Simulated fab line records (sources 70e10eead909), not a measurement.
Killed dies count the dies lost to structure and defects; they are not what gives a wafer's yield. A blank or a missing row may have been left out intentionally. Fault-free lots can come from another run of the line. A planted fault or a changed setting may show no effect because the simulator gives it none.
Chamber matching | flow nandHarc | NHARC_A_CHANNEL_FILL_D1_ALD_16 on aldHk-03: 4 sister chambers
The step deposits SiO2, target thk 1.5 nm, pulse time 10 s, ald cycles 15. 4 wafers are shown with their chamber, then 8 later ones without.

## EACH WAFER AND ITS CHAMBER
wafer  | chamber | heaterPowerW (W)
L089.1 | 1       | 459
L089.2 | 2       | 486
L089.6 | 0       | 495
L088.2 | 3       | 424

## WAFERS WITH NO CHAMBER GIVEN
wafer  | heaterPowerW (W)
L088.4 | 475
L088.5 | 466
L090.1 | 419
L090.3 | 478
L090.6 | 468
L094.1 | 491
L094.3 | 479
L094.6 | 416

## THE CHAMBER EACH PASSED THROUGH
wafer  | from the rows above          | in truth
L088.4 | can't be placed: 2 or 1 or 0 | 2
L088.5 | can't be placed: 1 or 2      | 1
L090.1 | 3                            | 3
L090.3 | can't be placed: 2 or 0 or 1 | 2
L090.6 | can't be placed: 1 or 2      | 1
L094.1 | can't be placed: 0 or 2      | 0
L094.3 | can't be placed: 2 or 0 or 1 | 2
L094.6 | 3                            | 3
2 of 8 placed correctly. From these rows, 6 cannot be placed; in 6 the true chamber is one of the candidates. Placed wrongly: 0.
How it was worked out, from the rows above alone: a wafer's distance from a chamber is the root of the sum, over the readings, of the square of ((its reading less the chamber's mean) divided by the reading's scatter). If the next closest chamber is less than 2 further off than the closest, the wafer can't be placed; otherwise it belongs to the closest. Each chamber's mean is taken over the wafers shown for it. The scatter: root of mean squared gap, hidden wafer to nearest shown wafer, with one shown wafer a chamber.
